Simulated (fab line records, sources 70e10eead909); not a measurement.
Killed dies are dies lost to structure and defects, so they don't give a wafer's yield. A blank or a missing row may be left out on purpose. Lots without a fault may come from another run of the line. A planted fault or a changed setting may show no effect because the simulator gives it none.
A struck lot beside a sound one | flow nand_harc | 15 steps out of a route of 1302
Sound: wafers L185.2, L185.3, L185.4. Struck: wafer L177.2. (L177.1, L177.3 of the same lot were not struck and are left out.) The cause comes at the end.
At each step with rows: each side's tool, then ch and its chambers, then its first start. Under that, the readings that differ: sound wafers | struck wafers | difference of the means | sigmas: that difference in standard deviations of wafers without a fault.
alike: readings whose means differ by less than 2 such deviations, and words and numbers that are the same on both sides. not compared: withheld readings, readings that some wafer has no value for, bounds like >300 that may hide the same value, and numbers for which the record gives no deviation and whose values overlap.
The two part at a step that has a row with sigmas, a row that says differs or no value, or rows on one side only. Numbers that don't overlap but have no deviation are shown without sigmas and don't part them. A reading that every wafer of one side lacks parts them only if that side has two wafers or more.

first, 7 steps without rows for these wafers: NHARC_A_CONTACT_COAT_87 (time 65 s); NHARC_A_CONTACT_COAT_02 (resist thk 90 nm); NHARC_A_CONTACT_SOFTBAKE_03 (time 55 s); NHARC_A_CONTACT_EBR_04; NHARC_A_CONTACT_EXPOSE_05 (exposes mask A CC); NHARC_A_CONTACT_PEB_06 (peb time 65 s); NHARC_A_CONTACT_DEVELOP_07 (develop time 35 s).
NHARC_A_CONTACT_CD_MEAS_08: target cd 200 nm.
  sound on cd_sem-02 ch 0, day 27 03:44; struck on cd_sem-01 ch 0, day 23 20:55
  alike: cd_nm
NHARC_A_CONTACT_OVL_MEAS_09:
  sound on overlay-01, day 27 03:49; struck on overlay-02, day 23 21:01
  alike: overlay_x_nm, overlay_y_nm
NHARC_A_CONTACT_INSPECT_10:
  sound on defect_inspect-01, day 27 03:52; struck on defect_inspect-01, day 23 21:03
  alike: raw_defect_count
NHARC_A_CONTACT_DESCUM_13: chemistry O2, time 3 s.
  sound on rie_diel-03 ch 1,2,3, day 27 03:56; struck on rie_diel-03 ch 0, day 23 21:07
  reading                | sound    | struck | difference | sigmas
  rf_hours_counter_h (h) | 29 31 31 | 16     | -14        |
  alike: chamber_pressure_mTorr, drypump_motor_current_A, oes_product_au, rf_vpp_V, showerhead_plenum_p_Torr, throttle_valve_pct
NHARC_A_CONTACT_ETCH_88: etches the open film in CF4, target depth 39 nm, time 65 s.
  sound on rie_diel-03 ch 0,2,3, day 27 04:01; struck on rie_diel-03 ch 3, day 23 21:11
  reading                | sound    | struck | difference | sigmas
  rf_hours_counter_h (h) | 31 31 30 | 16     | -15        |
  alike: cf4_flow_sccm, chamber_pressure_mTorr, drypump_motor_current_A, oes_product_au, rf_vpp_V, showerhead_plenum_p_Torr, throttle_valve_pct
NHARC_A_CONTACT_ETCH_89: etches the open film in N2/H2, target depth 260 nm, time 475.3 s.
  sound on rie_diel-03 ch 0,1,3, day 27 04:06; struck on rie_diel-03 ch 0, day 23 21:17
  reading                | sound             | struck | difference | sigmas
  oes_product_au (a.u.)  | 0.998 1.015 0.996 | 0.867  | -0.136     | -14
  rf_hours_counter_h (h) | 31 29 31          | 16     | -14        |
  alike: chamber_pressure_mTorr, drypump_motor_current_A, h2_flow_sccm, rf_vpp_V, showerhead_plenum_p_Torr, throttle_valve_pct
NHARC_A_CONTACT_ETCH_30: etches the open film in CF4/CHF3, target depth 72.6 nm, time 36.3 s.
  sound on rie_diel-03 ch 1,2,3; struck on rie_diel-03 ch 2
  reading                | sound            | struck | difference | sigmas
  cf4_flow_sccm (sccm)   | 99.9 100.3 100.2 | 99.4   | -0.7       | -2
  rf_hours_counter_h (h) | 32 31 30         | 17     | -14        |
  alike: chamber_pressure_mTorr, drypump_motor_current_A, oes_product_au, rf_vpp_V, showerhead_plenum_p_Torr, throttle_valve_pct
-- the record jumps here: 2 days lie between the struck wafers' starts before and after (it left off in module A_CONTACT and takes up again in module END, whose first step shown is number 1302 of the route) --
NHARC_END_SORT_01:
  the record has rows for the struck wafers here (prober-01 ch 0, day 26 02:29) and none for the sound ones

WHERE THEY PART
First at NHARC_A_CONTACT_ETCH_89; last, within this record, at NHARC_END_SORT_01.

WHY: what the simulator had put in
Process parameter drift: rie_diel-03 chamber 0, from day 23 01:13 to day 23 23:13, at NHARC_A_CONTACT_ETCH_89. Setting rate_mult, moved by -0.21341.
